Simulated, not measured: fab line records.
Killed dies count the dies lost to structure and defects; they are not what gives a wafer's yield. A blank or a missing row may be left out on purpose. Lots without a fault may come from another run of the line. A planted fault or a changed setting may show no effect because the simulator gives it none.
What tool caused it? -- flow nand_harc -- 12 lots with 36 wafers sampled at 5 steps, on a route of 1302 steps

WHAT EACH GAUGE READ, for each wafer
NHARC_END_SORT_01. Usual: killed_at_array 58, standard deviation 20; killed_at_other 1.0, standard deviation 1.2; killed_at_periphery 4.1, standard deviation 3; killed_dies 63, standard deviation 20; killed_open 3.2, standard deviation 1.7; killed_short 2.5, standard deviation 1.5.
lot,measured,on,killed_at_array,killed_at_other,killed_at_periphery,killed_dies,killed_open,killed_short,flag
L612,day 26 21:34,prober-02,158 126 90,0 0 0,1 0 2,159 126 92,2 0 4,1 2 1,OFF

WHICH TOOL RAN EACH LOT (tool, then ch and the chambers of the sampled wafers, then the start)
lot,NHARC_A_STAIRCASE_ETCH_453,NHARC_A_M1_DEP_33,NHARC_A_BONDPAD_DESCUM_11,NHARC_THIN_TSV_CMP_01
L608,"rie_diel-08 ch 0,1, day 17 20:47","pecvd-04 ch 0,1, day 23 23:32","rie_diel-05 ch 1,2, day 24 01:28","cmp-03 ch 1,2,3, day 24 14:46"
L607,"rie_diel-07 ch 1,2,3, day 17 21:50","pecvd-03 ch 0,1,2, day 23 17:23","rie_diel-06 ch 0,1,3, day 23 19:16","cmp-02 ch 0,1,2, day 24 09:56"
L606,"rie_diel-08 ch 0,1,3, day 18 01:11","pecvd-04 ch 0,1,2, day 23 18:16","rie_diel-06 ch 0,1,3, day 23 20:08","cmp-01 ch 0,1,3, day 24 08:47"
L610,"rie_diel-07 ch 1,2, day 19 01:38","pecvd-04 ch 0,1,2, day 24 20:56","rie_diel-05 ch 0,1,3, day 24 22:52","cmp-02 ch 2,3, day 25 14:03"
L612,"rie_diel-07 ch 0,1,2, day 19 17:47","pecvd-03 ch 1,2, day 25 13:55","rie_diel-06 ch 1,3, day 25 15:53","cmp-03 ch 1,3, day 26 05:23"
L617,"rie_diel-08 ch 0,1,2, day 21 12:42","pecvd-03 ch 0,1,2, day 27 03:25","rie_diel-05 ch 2,3, day 27 05:24","cmp-02 ch 0,1,3, day 27 19:40"
L622,"rie_diel-07 ch 0,2,3, day 23 20:43","pecvd-03 ch 0,1,2, day 29 14:10","rie_diel-05 ch 1,2,3, day 29 16:02","cmp-01 ch 0,1,2, day 30 05:54"
L624,"rie_diel-07 ch 1,2, day 24 15:37","pecvd-03 ch 0,1,2, day 30 14:09","rie_diel-05 ch 1,2,3, day 30 16:02","cmp-03 ch 0,1,2, day 31 05:20"
L623,"rie_diel-08 ch 0,3, day 24 18:08","pecvd-04 ch 0,2, day 30 07:08","rie_diel-05 ch 0,1,2, day 30 09:04","cmp-01 ch 0,1,2, day 30 22:48"
L625,"rie_diel-07 ch 1,2,3, day 25 15:22","pecvd-02 ch 0,1, day 31 10:38","rie_diel-11 ch 0,1,2, day 31 12:28","cmp-03 ch 0,2,3, day 32 04:40"
L626,"rie_diel-07 ch 0,1,2, day 25 18:34","pecvd-02 ch 0,1,2, day 31 12:18","rie_diel-05 ch 1,2,3, day 31 14:17","cmp-03 ch 1,2,3, day 32 11:01"
L627,"rie_diel-06 ch 2,3, day 26 01:11","pecvd-03 ch 0,1,2, day 31 22:42","rie_diel-05 ch 0,2,3, day 32 00:33","cmp-03 ch 0,1, day 32 14:29"
- NHARC_A_STAIRCASE_ETCH_453: etches the open film in CF4/O2, target depth 30 nm, overetch 3 nm, time 16.5 s.
- NHARC_A_M1_DEP_33: deposits SiCN, target thk 30 nm.
- NHARC_A_BONDPAD_DESCUM_11: chemistry O2, time 3 s.
- NHARC_THIN_TSV_CMP_01: polishes.

WHAT THE TOOLS THEMSELVES READ (means of the sampled wafers that have a number; where no wafer has one, the mark that the record gives instead)
NHARC_A_STAIRCASE_ETCH_453. Usual: for bias_w, 100.01 W with a standard deviation of 0.28; for drypump_motor_current_A, 5.5 A with a standard deviation of 0.43; for oes_f_703_au, 1.000 a.u. with a standard deviation of 0.0053; for oes_product_au, 0.995 a.u. with a standard deviation of 0.011; for rf_vpp_V, 198.0 V with a standard deviation of 1.3; for showerhead_plenum_p_Torr, 1.34 Torr with a standard deviation of 0.044; for throttle_valve_pct, 13.397 % with a standard deviation of 0.0096.
lot,tool,bias_w (W),drypump_motor_current_A (A),oes_f_703_au (a.u.),oes_product_au (a.u.),rf_vpp_V (V),showerhead_plenum_p_Torr (Torr),throttle_valve_pct (%),flag
L608,rie_diel-08,99.75,5.5,0.994,1.012,197.3,1.35,13.402,
L607,rie_diel-07,99.94,5.2,1.002,0.994,198.7,1.35,13.403,
L606,rie_diel-08,99.98,5.5,1.003,1.000,198.3,1.32,13.409,
L610,rie_diel-07,99.91,5.1,0.995,0.990,198.9,1.38,13.401,
L612,rie_diel-07,100.09,5.5,1.000,0.991,198.7,1.39,13.388,
L617,rie_diel-08,99.91,5.5,0.991,1.007,197.4,1.33,13.391,
L622,rie_diel-07,100.06,5.5,1.002,0.984,197.6,1.36,13.391,
L624,rie_diel-07,100.43,5.1,0.995,1.003,198.7,1.37,13.397,
L623,rie_diel-08,100.01,5.4,0.999,1.003,197.2,1.27,13.395,
L625,rie_diel-07,99.79,5.2,1.000,0.995,197.9,1.34,13.381,
L626,rie_diel-07,100.21,5.4,1.000,0.992,198.4,1.38,13.397,
L627,rie_diel-06,99.94,6.1,0.997,0.994,196.3,1.30,13.404,

NHARC_A_M1_DEP_33. Usual: chamber_pressure_Torr 2.999 Torr, standard deviation 0.0064; heater_power_w 575 W, standard deviation 63.
lot,tool,chamber_pressure_Torr (Torr),heater_power_w (W),flag
L608,pecvd-04,3.001,549,
L607,pecvd-03,3.003,651,
L606,pecvd-04,2.997,583,
L610,pecvd-04,2.997,557,
L612,pecvd-03,3.000,587,
L617,pecvd-03,2.997,607,
L622,pecvd-03,2.994,594,
L624,pecvd-03,2.995,584,
L623,pecvd-04,2.993,572,
L625,pecvd-02,2.998,555,
L626,pecvd-02,3.003,478,
L627,pecvd-03,3.002,638,

NHARC_A_BONDPAD_DESCUM_11. Usual: drypump_motor_current_A 5.9 A, standard deviation 0.52; oes_product_au 0.999 a.u., standard deviation 0.01; rf_vpp_V 57.9 V, standard deviation 0.97; showerhead_plenum_p_Torr 1.92 Torr, standard deviation 0.08; throttle_valve_pct 11.311 %, standard deviation 0.0089.
lot,tool,drypump_motor_current_A (A),oes_product_au (a.u.),rf_vpp_V (V),showerhead_plenum_p_Torr (Torr),throttle_valve_pct (%),flag
L608,rie_diel-05,5.3,0.989,58.1,1.89,11.312,
L607,rie_diel-06,5.7,1.003,58.5,1.92,11.315,
L606,rie_diel-06,5.7,0.984,58.3,1.92,11.314,
L610,rie_diel-05,6.0,0.997,58.1,1.98,11.310,
L612,rie_diel-06,5.8,1.004,58.0,1.87,11.315,
L617,rie_diel-05,5.6,1.002,57.6,1.86,11.313,
L622,rie_diel-05,5.8,1.007,57.2,1.92,11.310,
L624,rie_diel-05,5.8,0.993,57.1,1.92,11.308,
L623,rie_diel-05,5.5,1.001,57.4,1.95,11.302,
L625,rie_diel-11,5.8,1.010,57.5,1.83,11.313,
L626,rie_diel-05,5.8,0.997,58.2,1.92,11.309,
L627,rie_diel-05,5.8,0.993,56.4,1.92,11.313,

NHARC_THIN_TSV_CMP_01. Usual: motor_current_A reads 11.8 A (standard deviation 1.3).
lot,tool,motor_current_A (A),flag
L608,cmp-03,11.1,
L607,cmp-02,12.0,
L606,cmp-01,12.1,
L610,cmp-02,12.1,
L612,cmp-03,10.2,
L617,cmp-02,12.8,
L622,cmp-01,11.9,
L624,cmp-03,11.9,
L623,cmp-01,12.0,
L625,cmp-03,11.9,
L626,cmp-03,11.2,
L627,cmp-03,11.8,

THE ANSWER, worked out from the rows above alone
Rule: lot off if the mean of its wafers having a number is beyond 3 standard deviations from the usual mean. Also off: a lot with no number at a reading for which 4 or more lots have one. Where the step has rows for the other lots, those lots are counted as sound. Order of review: gauges by route order, followed by the tools' own readings, for which a lot's mean as printed above is used. The first step at which some lot is off is used, and at that step the reading that is off furthest; a lot without a number counts as furthest.
Off at NHARC_END_SORT_01 (killed_at_array): L612. Neither off nor sound, because the step has no rows for them: L608, L607, L606, L610, L617, L622, L624, L623, L625, L626, L627.
If a tool, at a process step before that reading, ran all the lots that are off and no sound lot after the first of them, it fits. Those tools and the gauges at NHARC_END_SORT_01 are tried in the same way. Can't be told from this: 5 tools fit, rie_diel-07 at NHARC_A_STAIRCASE_ETCH_453, pecvd-03 at NHARC_A_M1_DEP_33, rie_diel-06 at NHARC_A_BONDPAD_DESCUM_11, cmp-03 at NHARC_THIN_TSV_CMP_01, prober-02 at NHARC_END_SORT_01.

WHAT HAD BEEN PUT IN BY THE SIMULATOR
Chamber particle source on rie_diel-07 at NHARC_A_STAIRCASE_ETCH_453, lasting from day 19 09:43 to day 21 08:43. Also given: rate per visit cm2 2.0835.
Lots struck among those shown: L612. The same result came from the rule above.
